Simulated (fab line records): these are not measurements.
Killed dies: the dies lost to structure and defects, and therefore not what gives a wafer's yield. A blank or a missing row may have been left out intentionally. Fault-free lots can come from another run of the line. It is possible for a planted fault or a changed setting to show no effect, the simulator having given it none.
Matching of chambers | flow nand harc | 4 sister chambers for NHARC_P_M2_ETCH_35 on rie diel-05
The step etches the open film in N2/H2, target depth 40 nm, overetch 12 nm, time 43.94 s. 4 wafers are shown with their chamber, then 7 later ones without.

WAFERS, EACH WITH ITS CHAMBER
wafer  | chamber | drypump motor current A (A)
L080.1 | 0       | 5.3
L080.2 | 2       | 6.0
L083.2 | 1       | 5.7
L083.4 | 3       | 6.8

WAFERS MISSING THEIR CHAMBER
wafer  | drypump motor current A (A)
L083.5 | 6.0
L087.1 | 6.0
L087.3 | 6.8
L087.4 | 6.7
L088.3 | 6.0
L088.4 | 5.7
L088.6 | 6.7

EACH ONE'S CHAMBER
wafer  | from the rows above | in truth
L083.5 | 2                   | 2
L087.1 | 2                   | 2
L087.3 | 3                   | 3
L087.4 | 3                   | 3
L088.3 | 2                   | 2
L088.4 | 1                   | 1
L088.6 | 3                   | 3
7 of 7 placed correctly. Can't be placed from these rows: 0. Placed wrongly: 0.
How it was worked out, from the rows above alone: a wafer's distance from a chamber is the root of the sum, over the readings, of the square of ((its reading less the chamber's mean) divided by the reading's scatter). If the next closest chamber is less than 2 further off than the closest, the wafer can't be placed; otherwise it belongs to the closest. The mean given for a chamber averages the wafers shown for that chamber. The scatter (one wafer shown for each chamber): square how far every hidden wafer sits from the nearest shown wafer, average those squares and take the square root.
